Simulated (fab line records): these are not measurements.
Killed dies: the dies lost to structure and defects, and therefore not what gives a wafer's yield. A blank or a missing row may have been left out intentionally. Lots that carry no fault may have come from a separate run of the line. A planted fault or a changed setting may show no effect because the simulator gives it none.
fab line records	flow n5_finfet
[record] lots = 6	wafers = 18	last_day = 17
route steps=1938 shown BEOL_M10@1475 PASSIVATION@1936
lots that met no fault: from a run of the same line without faults
start_h: hours from the record's opening day to when the first of the lot's shown wafers began	wait_h: hours since the lot's step before	" the same as in the row above	L1.1+2: one row covering several wafers at once	- either no value or no given start	* or withheld: withheld	< > ~ a bound
route shown NAME@n: a module of which the file shows steps, and the number in the route of the first	usual: mean/standard deviation of fault-free wafers	same: alike in all rows	chamber/n: place in a boat	sites: each site's reading	_std_site: standard deviation of those values	_edge_site: inner sites' mean taken away from outer sites' mean	radius_mm: how far each site lies from the wafer's centre	mask NAME#n: copy n	behind: tool/chamber where the wafer was last shaped	hold: what put the lot on hold/how long, in hours/how the hold closed	device: whichever transistor did not switch (one of n, p or np)	end of line: at the end of the route, the tests of the same wafers	for a step that has no rows: nothing shown but its recipe	killed: dies lost to structure and defects at the first sort, not the wafer's yield	map: shows each die of a wafer: x if killed, . if not, _ if none is there
set.NAME: the run value of the setting; set.NAME@STEP: its run value at that earlier step	model.NAME: the simulator's own value behind a step, which no gauge read
lots seen at some steps along the route; tables by step, rows by wafer
services: a tool's chamber out of use, with start hour (start_h, from the record's first day; less than 0 if before it), hours out, and reason
[[steps]]
[step N5_BEOL_M10_COAT_59]
[recipe] resist = SOC	temp_c = 250	time_s = 60	spin_rpm = 1500	resist_thk_nm = 100
[step N5_BEOL_M10_COAT_60]
[recipe] resist = SiARC	temp_c = 220	time_s = 60	spin_rpm = 1500	resist_thk_nm = 30
[step N5_BEOL_M10_COAT_05]
[recipe] resist = CAR-ArF	spin_rpm = 1500	resist_thk_nm = 90
[step N5_BEOL_M10_EBR_07]
[recipe] solvent = PGMEA	ebr_width_mm = 1.5
[step N5_BEOL_M10_SOFTBAKE_06]
[recipe] temp_c = 110	time_s = 60	resist = CAR-ArF
[step N5_BEOL_M10_EXPOSE_08]
[recipe] mask_id = M10	na = 1.35	source_shape = dipole	sigma_inner = 0.411	sigma_outer = 0.611	polarization = te	dose_mj = 53.75
[step N5_BEOL_M10_PEB_09]
[recipe] peb_temp_c = withheld	peb_time_s = 60	resist = CAR-ArF
[step N5_BEOL_M10_DEVELOP_10]
[recipe] develop_time_s = 30	developer = TMAH	resist = CAR-ArF	rinse_liquid = diw	dry = air_spin	dev_temp_c = 23
[step N5_BEOL_M10_CD_MEAS_11]
[recipe] target_cd_nm = 64.1	landing_energy_ev = 500	detector = se_inlens	polarity = opening
[usual] cd_nm = 64.4/0.47
lot.wafer	tool	chamber	start_h	wait_h	cd_nm
L705.3	cd_sem-01	0	245.27	-	64.3
L705.4	"	0	"	"	64.7
L705.6	"	0	"	"	63.7
L707.3	cd_sem-03	0	265.92	-	64.4
L707.4	"	0	"	"	64.2
L707.6	"	0	"	"	64.8
L711.3	cd_sem-01	0	300.06	-	64.0
L711.4	"	0	"	"	64.0
L711.5	"	0	"	"	64.5
L716.1	cd_sem-02	0	326.58	-	64.6
L716.3	"	0	"	"	65.1
L716.4	"	0	"	"	65.6
L718.1	cd_sem-02	0	335.94	-	63.8
L718.2	"	0	"	"	64.7
L718.3	"	0	"	"	65.2
L719.1	cd_sem-01	0	343.62	-	64.0
L719.3	"	0	"	"	64.4
L719.6	"	0	"	"	64.0
[step N5_BEOL_M10_OVL_MEAS_12]
[recipe] points_per_wafer = 44
[usual] M10_OVL = 0.2/0.77
lot.wafer	tool	chamber	start_h	wait_h	M10_OVL[nm]
L705.3	overlay-02	0	245.30	0.0	0.5
L705.4	"	0	"	"	0.2
L705.6	"	0	"	"	-0.4
L707.3	overlay-02	0	265.95	0.0	-0.1
L707.4	"	0	"	"	-0.2
L707.6	"	0	"	"	0.0
L711.3	overlay-02	0	300.09	0.0	1.6
L711.4	"	0	"	"	1.4
L711.5	"	0	"	"	0.9
L716.1	overlay-01	0	326.61	0.0	1.3
L716.3	"	0	"	"	0.9
L716.4	"	0	"	"	1.3
L718.1	overlay-01	0	335.97	0.0	-0.2
L718.2	"	0	"	"	-0.3
L718.3	"	0	"	"	-0.8
L719.1	overlay-01	0	343.65	0.0	0.4
L719.3	"	0	"	"	2.1
L719.6	"	0	"	"	0.6
[step N5_BEOL_M10_INSPECT_13]
[recipe] mode = adi	inspect_instrument = brightfield
[usual] raw_defect_count = 418/92
lot.wafer	tool	chamber	start_h	wait_h	raw_defect_count
L705.3	defect_inspect-01	-	245.33	0.0	607
L705.4	"	-	"	"	565
L705.6	"	-	"	"	528
L707.3	defect_inspect-01	-	265.98	0.0	451
L707.4	"	-	"	"	393
L707.6	"	-	"	"	276
L711.3	defect_inspect-02	-	300.11	0.0	339
L711.4	"	-	"	"	315
L711.5	"	-	"	"	375
L716.1	defect_inspect-01	-	326.64	0.0	416
L716.3	"	-	"	"	325
L716.4	"	-	"	"	556
L718.1	defect_inspect-01	-	336.00	0.0	392
L718.2	"	-	"	"	360
L718.3	"	-	"	"	361
L719.1	defect_inspect-02	-	343.67	0.0	536
L719.3	"	-	"	"	384
L719.6	"	-	"	"	331
[step N5_BEOL_M10_DESCUM_16]
[recipe] chemistry = O2	time_s = 7.9	source_power_w = 50	bias_power_w = 20	pressure_mtorr = 20	rf_frequency_hz = 2.712e+07	temp_c = 40	resist = CAR-ArF	o2_flow_sccm = 225
[usual] drypump_motor_current_A = 5.4/0.38	oes_product_au = 0.75/0.076	rf_vpp_V = 242.9/1.6	showerhead_plenum_p_Torr = 2.07/0.083	throttle_valve_pct = 20.38/0.13
lot.wafer	tool	chamber	start_h	wait_h	drypump_motor_current_A	oes_product_au	rf_hours_counter_h	rf_vpp_V	showerhead_plenum_p_Torr	throttle_valve_pct
L705.3	rie_diel-04	0	245.84	0.5	5.9	0.69	217	241.1	1.97	20.52
L705.4	"	3	"	"	5.7	0.69	214	242.6	1.97	20.31
L705.6	"	2	"	"	4.8	0.86	-	242.2	2.04	20.40
L707.3	rie_diel-05	1	266.72	0.7	5.5	0.72	218	241.1	1.96	20.43
L707.4	"	3	"	"	5.7	0.85	46	244.1	2.20	20.22
L707.6	"	0	"	"	4.9	0.76	-	242.8	2.11	20.05
L711.3	rie_diel-05	3	300.18	0.1	5.7	0.83	59	243.8	2.19	20.23
L711.4	"	2	"	"	5.9	0.69	238	242.9	2.16	20.47
L711.5	"	1	"	"	5.5	0.72	-	241.6	1.96	20.44
L716.1	rie_diel-05	1	326.67	0.0	5.6	0.71	240	241.5	1.95	20.45
L716.3	"	2	"	"	5.9	0.68	247	244.1	2.16	20.49
L716.4	"	3	"	"	5.7	0.82	69	245.0	2.19	20.25
L718.1	rie_diel-04	1	336.03	0.0	5.3	0.93	12	244.0	2.13	20.31
L718.2	"	0	"	"	5.9	0.66	249	241.1	1.95	20.57
L718.3	"	3	"	"	5.7	0.66	250	241.2	1.95	20.36
L719.1	rie_diel-02	3	343.71	0.0	5.4	0.84	91	243.3	2.11	20.34
L719.3	"	0	"	"	5.7	0.67	262	241.4	1.97	20.51
L719.6	"	3	"	"	5.4	0.84	-	244.3	2.10	20.34
[step N5_BEOL_M10_ETCH_61]
[recipe] chemistry = CF4	target = SiARC	target_depth_a = 390	mask_material = CAR-ArF	time_s = 65	ion_energy_ev = 80	pressure_mtorr = 40	source_w = 545	bias_w = 36	Ar_flow_sccm = 100	cf4_flow_sccm = 100	ends = cleared
[usual] cf4_flow_sccm = 100.0/0.31	drypump_motor_current_A = 5.4/0.38	etch_rf_on_time_s = 65.8/1.2	oes_product_au = 0.64/0.062	rf_vpp_V = 183.9/1.3	showerhead_plenum_p_Torr = 2.13/0.077	throttle_valve_pct = 15.65/0.19
lot.wafer	tool	chamber	start_h	wait_h	cf4_flow_sccm	drypump_motor_current_A	etch_rf_on_time_s	oes_product_au	rf_hours_counter_h	rf_vpp_V	showerhead_plenum_p_Torr	throttle_valve_pct
L705.3	rie_diel-04	0	245.88	0.0	100.6	5.9	65.7	0.59	217	182.9	2.04	15.88
L705.4	"	3	"	"	99.7	5.6	66.9	0.58	214	182.5	2.03	15.69
L705.6	"	2	"	"	99.7	4.8	64.5	0.73	-	184.3	2.09	15.51
L707.3	rie_diel-05	1	266.75	0.0	100.2	5.5	66.5	0.61	218	184.2	2.05	15.82
L707.4	"	3	"	"	100.1	5.7	68.2	0.71	46	185.7	2.26	15.48
L707.6	"	0	"	"	100.1	5.0	65.8	0.66	-	186.1	2.16	15.30
L711.3	rie_diel-05	3	300.21	0.0	99.7	5.7	67.9	0.70	59	186.8	2.26	15.47
L711.4	"	2	"	"	69.9	5.9	68.4	0.57	238	183.9	1.98	14.45
L711.5	"	1	"	"	100.1	5.5	67.4	0.59	-	182.2	2.04	15.86
L716.1	rie_diel-05	1	326.71	0.0	99.7	5.5	68.0	0.59	240	183.5	2.04	15.88
L716.3	"	2	"	"	69.8	5.9	68.1	0.57	247	185.6	1.97	14.45
L716.4	"	3	"	"	100.5	5.7	68.7	0.68	69	184.9	2.25	15.50
L718.1	rie_diel-04	1	336.07	0.0	100.1	5.3	64.0	0.79	12	185.2	2.19	15.47
L718.2	"	0	"	"	100.1	5.8	66.8	0.56	249	182.7	2.03	15.90
L718.3	"	3	"	"	99.7	5.6	67.2	0.56	250	182.8	2.02	15.79
L719.1	rie_diel-02	3	343.74	0.0	100.6	5.4	66.3	0.69	91	185.3	2.17	15.64
L719.3	"	0	"	"	100.1	5.7	67.0	0.56	262	182.8	2.02	15.79
L719.6	"	3	"	"	100.0	5.4	65.7	0.71	-	183.6	2.17	15.63
[step N5_BEOL_M10_ETCH_62]
[recipe] chemistry = N2/H2	target = SOC	target_depth_a = 1100	overetch_a = 220	mask_material = SiARC	temp_c = 40	time_s = 165	ion_energy_ev = 200	pressure_mtorr = 30	source_w = 840	bias_w = 150	n2_flow_sccm = 200	h2_flow_sccm = 200
[usual] drypump_motor_current_A = 5.4/0.38	oes_product_au = 0.64/0.06	rf_vpp_V = 523.2/2.8	showerhead_plenum_p_Torr = 2.52/0.095	throttle_valve_pct = 17.83/0.24
lot.wafer	tool	chamber	start_h	wait_h	drypump_motor_current_A	oes_product_au	rf_hours_counter_h	rf_vpp_V	showerhead_plenum_p_Torr	throttle_valve_pct
L705.3	rie_diel-04	0	245.93	0.0	5.9	0.58	217	521.5	2.41	18.04
L705.4	"	3	"	"	5.6	0.59	214	519.8	2.41	17.89
L705.6	"	2	"	"	4.8	0.72	-	523.1	2.46	17.59
L707.3	rie_diel-05	1	266.80	0.0	5.5	0.60	218	519.6	2.42	18.04
L707.4	"	3	"	"	5.7	0.71	46	527.8	2.70	17.70
L707.6	"	0	"	"	5.0	0.65	-	524.8	2.57	17.47
L711.3	rie_diel-05	3	300.26	0.0	5.7	0.71	59	527.3	2.69	17.74
L711.4	"	2	"	"	5.9	0.58	238	525.2	2.62	17.93
L711.5	"	1	"	"	5.6	0.60	-	519.2	2.41	18.07
L716.1	rie_diel-05	1	326.76	0.0	5.5	0.61	240	519.3	2.41	18.07
L716.3	"	2	"	"	5.9	0.58	247	525.9	2.61	17.96
L716.4	"	3	"	"	5.7	0.70	69	528.8	2.69	17.76
L718.1	rie_diel-04	1	336.12	0.0	5.3	0.78	12	525.8	2.59	17.64
L718.2	"	0	"	"	5.8	0.57	249	519.8	2.40	18.09
L718.3	"	3	"	"	5.6	0.57	250	519.6	2.40	17.92
L719.1	rie_diel-02	3	343.79	0.0	5.4	0.70	91	522.1	2.55	17.68
L719.3	"	0	"	"	5.7	0.57	262	521.1	2.41	18.21
L719.6	"	3	"	"	5.4	0.70	-	525.0	2.55	17.68
[step N5_PASSIVATION_PROBE_49]
[usual] defect_limited_yield = 91.7/1.5	killed_at_M0_to_M3 = 32/9.6	killed_at_M4_up = 13/5.3	killed_at_contacts = 12/6.8	killed_at_front_end = 36/9.8	killed_at_other = 4/3.1	killed_dies = 98/17	killed_open = 65/13	killed_short = 32/8.5	sort_bin_5_function = 4.9/0.93	sort_bin_6_memory = 3.2/0.67	sort_n_pass = 1082/17	sort_yield_pct = 91.7/1.4
[same] gross_dies = 1180	killed_at_back_side = 0	sort_bin_4_leakage[%] = 0	sort_bin_8_speed[%] = 0
lot.wafer	tool	chamber	start_h	wait_h	defect_limited_yield[%]	killed_at_M0_to_M3	killed_at_M4_up	killed_at_contacts	killed_at_front_end	killed_at_other	killed_dies	killed_open	killed_short	sort_bin_5_function[%]	sort_bin_6_memory[%]	sort_n_pass	sort_yield_pct[%]
L705.3	prober-02	-	306.17	0.1	90.1	44	10	9	40	14	117	65	51	6.2	3.2	1063	90.1
L705.4	prober-02	-	306.22	0.2	91.1	45	14	14	31	1	105	77	28	5.3	3.1	1075	91.1
L705.6	prober-02	-	306.32	0.3	91.8	20	15	16	43	3	97	68	27	4.6	3.5	1083	91.8
L707.3	prober-01	-	318.42	0.1	90.2	51	5	13	47	0	116	87	29	5.6	3.9	1064	90.2
L707.4	prober-01	-	318.47	0.2	91.9	34	7	20	35	0	96	59	36	4.5	3.5	1084	91.9
L707.6	prober-01	-	318.57	0.3	90.8	45	12	21	27	3	108	68	40	5.3	3.5	1072	90.8
L711.3	prober-02	-	351.48	0.1	90.5	45	18	4	42	3	112	69	42	6.0	2.9	1068	90.5
L711.4	prober-02	-	351.53	0.2	92.1	39	18	5	29	2	93	65	24	5.1	2.6	1087	92.1
L716.1	prober-01	-	386.71	0.0	92.9	19	18	6	38	3	84	58	23	3.7	3.1	1096	92.9
L716.3	prober-01	-	386.81	0.1	92.4	33	9	15	31	2	90	51	36	5.1	2.4	1090	92.4
L716.4	prober-01	-	386.86	0.2	93.2	18	12	12	32	6	80	49	30	4.1	2.5	1100	93.2
L718.1	prober-02	-	391.95	0.0	88.4	43	12	33	39	10	137	92	40	7.1	4.2	1043	88.4
L718.2	prober-02	-	392.00	0.1	91.0	33	6	22	43	2	106	77	29	5.3	3.4	1074	91.0
L718.3	prober-02	-	392.05	0.1	91.8	36	9	23	27	2	97	62	35	4.7	3.4	1083	91.8
L719.1	prober-01	-	398.41	0.0	91.0	29	14	10	50	3	106	77	27	5.6	3.0	1074	91.0
L719.3	prober-01	-	398.51	0.1	93.7	23	16	8	25	2	74	52	22	3.6	2.4	1106	93.7
L719.6	prober-01	-	398.66	0.3	93.8	17	13	5	24	14	73	41	31	3.6	2.4	1107	93.8
// killed by level:class
L705.3 BEOL_M0_SAQP:geometric_particle:short=18 BEOL_M0_SAQP:geometric_particle:open=11 STI_FIN_REVEAL:geometric_particle:open=10 MOL_CONTACT_COAG:geometric_particle:open=7 MIM_TOP:geometric_particle:open=7 FIN_SAQP:geometric_particle:short=6 FIN_SAQP:geometric_particle:open=5 BEOL_M4:geometric_particle:open=5
L705.4 STI_FIN_REVEAL:geometric_particle:open=16 BEOL_M2:geometric_particle:open=16 MOL_CONTACT_COAG:geometric_particle:open=11 BEOL_M0_SAQP:geometric_particle:open=11 BEOL_M0_SAQP:geometric_particle:short=7 BEOL_M5:geometric_particle:open=5 BEOL_M4:geometric_particle:open=4 FIN_SAQP:geometric_particle:short=3
L705.6 STI_FIN_REVEAL:geometric_particle:open=16 MOL_CONTACT_COAG:geometric_particle:open=13 FIN_SAQP:geometric_particle:short=6 BEOL_M0_SAQP:geometric_particle:open=5 FIN_SAQP:geometric_particle:open=4 STI_FIN_REVEAL:geometric_particle:short=4 GATE_CUT:geometric_particle:open=4 BEOL_M2:geometric_particle:short=4
L707.3 STI_FIN_REVEAL:geometric_particle:open=16 BEOL_M0_SAQP:geometric_particle:open=12 FIN_SAQP:geometric_particle:open=11 BEOL_M1:geometric_particle:open=11 MOL_CONTACT_COAG:geometric_particle:open=10 BEOL_M0_SAQP:geometric_particle:short=10 FIN_SAQP:geometric_particle:short=7 BEOL_M3:geometric_particle:open=7
L707.4 MOL_CONTACT_COAG:geometric_particle:open=12 BEOL_M3:geometric_particle:open=10 FIN_SAQP:geometric_particle:short=9 MOL_CONTACT_COAG:geometric_particle:short=8 FIN_SAQP:geometric_particle:open=7 BEOL_M1:geometric_particle:open=6 STI_FIN_REVEAL:geometric_particle:open=4 BEOL_M0_SAQP:geometric_particle:open=4
L707.6 MOL_CONTACT_COAG:geometric_particle:open=15 BEOL_M2:geometric_particle:open=11 FIN_SAQP:geometric_particle:short=10 BEOL_M0_SAQP:geometric_particle:short=9 BEOL_M0_SAQP:geometric_particle:open=8 BEOL_M4:geometric_particle:open=7 BEOL_M3:geometric_particle:open=6 STI_FIN_REVEAL:geometric_particle:open=6
L711.3 BEOL_M0_SAQP:geometric_particle:open=15 BEOL_M0_SAQP:geometric_particle:short=13 STI_FIN_REVEAL:geometric_particle:open=12 FIN_SAQP:geometric_particle:short=10 FIN_SAQP:geometric_particle:open=6 BEOL_M1:geometric_particle:open=6 BEOL_M4:geometric_particle:open=6 BEOL_M8:geometric_particle:open=6
L711.4 BEOL_M0_SAQP:geometric_particle:open=12 FIN_SAQP:geometric_particle:open=11 BEOL_M4:geometric_particle:open=10 FIN_SAQP:geometric_particle:short=9 BEOL_M0_SAQP:geometric_particle:short=6 BEOL_M3:geometric_particle:open=6 MOL_CONTACT_COAG:geometric_particle:open=5 BEOL_M2:geometric_particle:open=5
L716.1 FIN_SAQP:geometric_particle:open=10 FIN_SAQP:geometric_particle:short=7 STI_FIN_REVEAL:geometric_particle:open=6 MOL_CONTACT_COAG:geometric_particle:open=6 BEOL_M4:geometric_particle:short=6 BEOL_M1:geometric_particle:open=5 BEOL_M3:geometric_particle:open=5 GATE_CUT:geometric_particle:open=4
L716.3 MOL_CONTACT_COAG:geometric_particle:open=12 BEOL_M0_SAQP:geometric_particle:short=11 BEOL_M4:geometric_particle:open=8 FIN_SAQP:geometric_particle:open=7 GATE_CUT:geometric_particle:short=6 BEOL_M1:geometric_particle:open=5 FIN_SAQP:geometric_particle:short=4 BEOL_M0_SAQP:geometric_particle:open=4
L716.4 MOL_CONTACT_COAG:geometric_particle:open=8 BEOL_M4:geometric_particle:open=8 DUMMY_GATE:geometric_particle:open=6 BEOL_M2:geometric_particle:open=5 FIN_SAQP:geometric_particle:open=4 FIN_SAQP:geometric_particle:short=4 STARTING-WAFER:geometric_particle:open=4 MIM_TOP_ETCH:geometric_particle:short=4
L718.1 MOL_CONTACT_COAG:geometric_particle:open=20 STI_FIN_REVEAL:geometric_particle:open=17 BEOL_M3:geometric_particle:open=12 BEOL_M2:geometric_particle:open=10 MOL_CONTACT_COAG:geometric_particle:short=10 BEOL_M0_SAQP:geometric_particle:short=6 BEOL_M0_SAQP:geometric_particle:open=6 FIN_SAQP:geometric_particle:open=5
L718.2 MOL_CONTACT_COAG:geometric_particle:open=19 STI_FIN_REVEAL:geometric_particle:open=16 FIN_SAQP:geometric_particle:short=9 BEOL_M3:geometric_particle:open=9 BEOL_M2:geometric_particle:open=6 BEOL_M2:geometric_particle:short=5 BEOL_M0_SAQP:geometric_particle:open=5 BEOL_M4:geometric_particle:open=4
L718.3 MOL_CONTACT_COAG:geometric_particle:open=18 BEOL_M1:geometric_particle:open=8 FIN_SAQP:geometric_particle:open=6 GATE_CUT:geometric_particle:short=6 BEOL_M0_SAQP:geometric_particle:short=6 MOL_CONTACT_COAG:geometric_particle:short=5 BEOL_M2:geometric_particle:open=5 BEOL_M3:geometric_particle:open=5
L719.1 STI_FIN_REVEAL:geometric_particle:open=10 MOL_CONTACT_COAG:geometric_particle:open=10 BEOL_M3:geometric_particle:open=9 FIN_SAQP:geometric_particle:open=8 FIN_SAQP:geometric_particle:short=7 DUMMY_GATE:geometric_particle:open=7 BEOL_M0_SAQP:geometric_particle:open=7 BEOL_M0_SAQP:geometric_particle:short=6
L719.3 BEOL_M4:geometric_particle:open=8 MOL_CONTACT_COAG:geometric_particle:open=6 BEOL_M1:geometric_particle:open=6 BEOL_M3:geometric_particle:open=6 BEOL_M0_SAQP:geometric_particle:open=5 FIN_SAQP:geometric_particle:open=4 FIN_SAQP:geometric_particle:short=3 GATE_CUT:geometric_particle:short=3
L719.6 PASS1_CAP:geometric_particle:short=8 BEOL_M3:geometric_particle:open=6 FIN_SAQP:geometric_particle:open=4 BEOL_M0_SAQP:geometric_particle:open=4 MOL_CONTACT_COAG:geometric_particle:open=4 PAD_METAL:geometric_particle:short=4 STARTING-WAFER:geometric_particle:open=4 FIN_SAQP:geometric_particle:short=3
[[services]]
tool	chamber	start_h	hours	kind
rie_diel-05	-	227.23	15.6	pm
rie_diel-05	1	253.43	2.5	repair
rie_diel-02	-	273.16	0.6	repair
rie_diel-05	-	278.82	0.5	repair
rie_diel-05	2	282.21	3.3	repair
rie_diel-04	1	289.29	-	clean
rie_diel-04	1	289.29	-	consumable_replace:focus_ring
rie_diel-04	1	289.29	17.8	scheduled_down
rie_diel-04	1	289.29	17.8	vent_cycle
rie_diel-02	3	310.74	16.3	repair
rie_diel-02	2	327.39	-	clean
rie_diel-02	2	327.39	-	consumable_replace:focus_ring
rie_diel-02	2	327.39	35.9	scheduled_down
rie_diel-02	2	327.39	35.9	vent_cycle
rie_diel-04	0	330.12	3.0	repair
rie_diel-05	2	333.81	16.7	repair
rie_diel-04	0	341.05	-	clean
rie_diel-04	0	341.05	-	consumable_replace:focus_ring
rie_diel-04	0	341.05	-	consumable_replace:showerhead
rie_diel-04	0	341.05	16.7	scheduled_down
rie_diel-04	0	341.05	16.7	vent_cycle
[[key]]
[first_sign] step = N5_BEOL_M10_ETCH_61	reading = cf4_flow_sccm	direction = down	sigmas = 99	usual = 100.0	struck = 69.8
[effect] step = N5_BEOL_M10_ETCH_61	reading = throttle_valve_pct	direction = down	sigmas = 6.2	usual = *	struck = *
met_at N5_BEOL_M10_ETCH_61
struck_wafers L711.4,L716.3
[fault] kind = process_parameter_drift	tool = rie_diel-05	chamber = 2	onset_h = 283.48	steps = N5_BEOL_M10_ETCH_61	channel = cf4_flow_sccm	offset = -30	shape = step	end_h = 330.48	acts_in = these_recipes_only	stated = 100
